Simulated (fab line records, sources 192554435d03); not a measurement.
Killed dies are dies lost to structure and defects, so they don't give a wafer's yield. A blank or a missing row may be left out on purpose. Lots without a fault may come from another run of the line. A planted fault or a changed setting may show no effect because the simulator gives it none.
Which tool did it? | flow n5_finfet | 9 lots, 24 wafers sampled, at 5 steps of a route of 1938

WHAT THE GAUGES READ, wafer by wafer
N5_BEOL_M4_RC_MEAS_101.
lot  | measured     | on        | DIBL_N (mV/V)
L870 | day 7 23:18  | prober-02 | 40.3 37.1 43.8
L873 | day 8 22:55  | prober-02 | 37.5 36.0 41.5
L874 | day 9 01:54  | prober-01 | 36.7 36.7 36.5
L883 | day 11 10:53 | prober-02 | 36.1 33.9
L884 | day 12 16:50 | prober-01 | 34.0 38.4
L886 | day 12 21:28 | prober-01 | 39.3 41.2
L888 | day 12 22:43 | prober-01 | 32.3 36.5 32.7
L889 | day 13 00:56 | prober-02 | 36.2 37.1 35.3
L891 | day 13 20:28 | prober-01 | 37.8 38.4 40.4

WHICH TOOL RAN EACH LOT (tool, then ch and the chambers of the sampled wafers, then the start)
lot  | N5_FIN_SAQP_MANDREL_ETCH_58     | N5_FIN_SAQP_SPACER2_ALD_28       | N5_FIN_SAQP_SPACER2_ETCHBACK_29   | N5_FIN_SAQP_HM_OPEN_33
L870 | rie_si-04 ch 1,2,3, day 1 23:52 | ald_sin-02 ch 0,1,2, day 2 00:49 | rie_diel-01 ch 0,1,2, day 2 01:08 | rie_diel-01 ch 0,3, day 2 01:23
L873 | rie_si-04 ch 0,2, day 2 20:11   | ald_sin-02 ch 0,1,3, day 2 21:01 | rie_diel-01 ch 0,3, day 2 21:30   | rie_diel-01 ch 0,1,3, day 2 21:52
L874 | rie_si-03 ch 0,1,3, day 2 23:59 | ald_sin-03 ch 0,1,2, day 3 00:50 | rie_diel-01 ch 0,1,3, day 3 01:09 | rie_diel-01 ch 0,2,3, day 3 01:24
L883 | rie_si-05 ch 3, day 5 06:16     | ald_sin-03 ch 2,3, day 5 07:06   | rie_diel-03 ch 0, day 5 07:26     | rie_diel-01 ch 3, day 5 07:40
L884 | rie_si-05 ch 1,3, day 5 12:38   | ald_sin-03 ch 0,1, day 5 13:34   | rie_diel-03 ch 0,3, day 5 13:56   | rie_diel-01 ch 1,2, day 5 14:15
L886 | rie_si-04 ch 2,3, day 5 23:56   | ald_sin-03 ch 2,3, day 6 00:47   | rie_diel-03 ch 2,3, day 6 01:16   | rie_diel-01 ch 1, day 6 01:31
L888 | rie_si-05 ch 0,2, day 6 11:56   | ald_sin-02 ch 1,3, day 6 12:49   | rie_diel-05 ch 0,3, day 6 13:09   | rie_diel-05 ch 1,2, day 6 13:24
L889 | rie_si-05 ch 0,2,3, day 6 18:48 | ald_sin-02 ch 1,2,3, day 6 19:38 | rie_diel-01 ch 1,2, day 6 19:58   | rie_diel-03 ch 2,3, day 6 20:12
L891 | rie_si-03 ch 1,2, day 7 06:50   | ald_sin-02 ch 0,1, day 7 08:35   | rie_diel-03 ch 1,2,3, day 7 08:55 | rie_diel-05 ch 0,3, day 7 09:09
- N5_FIN_SAQP_MANDREL_ETCH_58: etches a-Si in HBr/Cl2, stops on SiNx, target depth 45 nm, bt time 10 s, time 27 s.
- N5_FIN_SAQP_SPACER2_ALD_28: deposits SiO2, target thk 8.1 nm, pulse time 1 s, purge time 2 s.
- N5_FIN_SAQP_SPACER2_ETCHBACK_29: etches SiO2 in CHF3/O2, target depth 12.2 nm, time 6.1 s.
- N5_FIN_SAQP_HM_OPEN_33: chemistry CH3F/O2, target SiNx, target depth 49.4 nm, time 70.6 s.

THE ANSWER, worked out from the rows above alone
Rule: what is usual is taken from the lots themselves. Put in order of their means at a reading, lots are off if they are a third of the lots or fewer, leave a main group of 4 or more, and stand apart from it by a gap of 3 or more times the standard deviation of the main group's means; of several such gaps the widest counts. A main group whose means are all the same, to the digits that the tables above print for the reading, isn't used. A lot without any number at a reading at which 4 lots or more have one is off too. The other lots that the step has rows for count as sound.
No lot is off at any reading shown: from this, nothing can be told.

WHAT THE SIMULATOR HAD PUT IN
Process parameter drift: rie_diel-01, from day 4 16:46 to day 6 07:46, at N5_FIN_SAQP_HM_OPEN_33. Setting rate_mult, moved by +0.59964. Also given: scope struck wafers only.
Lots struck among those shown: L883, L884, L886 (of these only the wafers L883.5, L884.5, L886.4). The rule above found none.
